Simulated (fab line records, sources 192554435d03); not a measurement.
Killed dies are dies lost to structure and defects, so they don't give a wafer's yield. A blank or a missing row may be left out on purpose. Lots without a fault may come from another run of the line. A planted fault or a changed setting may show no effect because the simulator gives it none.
Chamber matching | flow n5_finfet | N5_MIM_BOT_ETCH_STRIP_01 on rie_diel-03: 4 sister chambers
The step strips in O2. 8 wafers are shown with their chamber, then 8 later ones without.

WAFERS WITH THEIR CHAMBER
wafer  | chamber | showerhead_plenum_p_Torr (Torr) | throttle_valve_pct (%)
L078.3 | 0       | 1.98                            | 17.13
L079.2 | 1       | 2.20                            | 16.44
L079.3 | 0       | 1.98                            | 17.13
L079.6 | 3       | 2.19                            | 16.70
L084.2 | 2       | 2.21                            | 16.50
L084.4 | 1       | 2.19                            | 16.46
L084.5 | 2       | 2.21                            | 16.52
L093.3 | 3       | 2.18                            | 16.74

WAFERS WITHOUT THEIR CHAMBER
wafer  | showerhead_plenum_p_Torr (Torr) | throttle_valve_pct (%)
L093.4 | 2.23                            | 16.61
L093.6 | 2.23                            | 16.69
L094.3 | 2.20                            | 16.59
L094.4 | 2.19                            | 16.51
L094.5 | 2.18                            | 16.75
L095.1 | 2.20                            | 16.58
L095.4 | 2.20                            | 16.60
L095.6 | 2.19                            | 16.52

WHICH CHAMBER EACH WENT THROUGH
wafer  | from the rows above     | in truth
L093.4 | 2                       | 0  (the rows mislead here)
L093.6 | can't be placed: 3 or 2 | 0
L094.3 | 2                       | 2
L094.4 | can't be placed: 1 or 2 | 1
L094.5 | 3                       | 3
L095.1 | 2                       | 2
L095.4 | can't be placed: 2 or 3 | 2
L095.6 | can't be placed: 2 or 1 | 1
Placed correctly: 3 of 8. Can't be placed from these rows: 4 (the true chamber is among the candidates in 3). Placed wrongly: 1.
How it was worked out, from the rows above alone: a wafer's distance from a chamber is the root of the sum, over the readings, of the square of ((its reading less the chamber's mean) divided by the reading's scatter). The wafer belongs to the nearest chamber; if the next one is less than 2 further off, it can't be placed. A chamber's mean is the mean of its shown wafers. The scatter: the root of (the sum of the squares of (reading less its chamber's mean) over the shown wafers, divided by (wafers less chambers)).
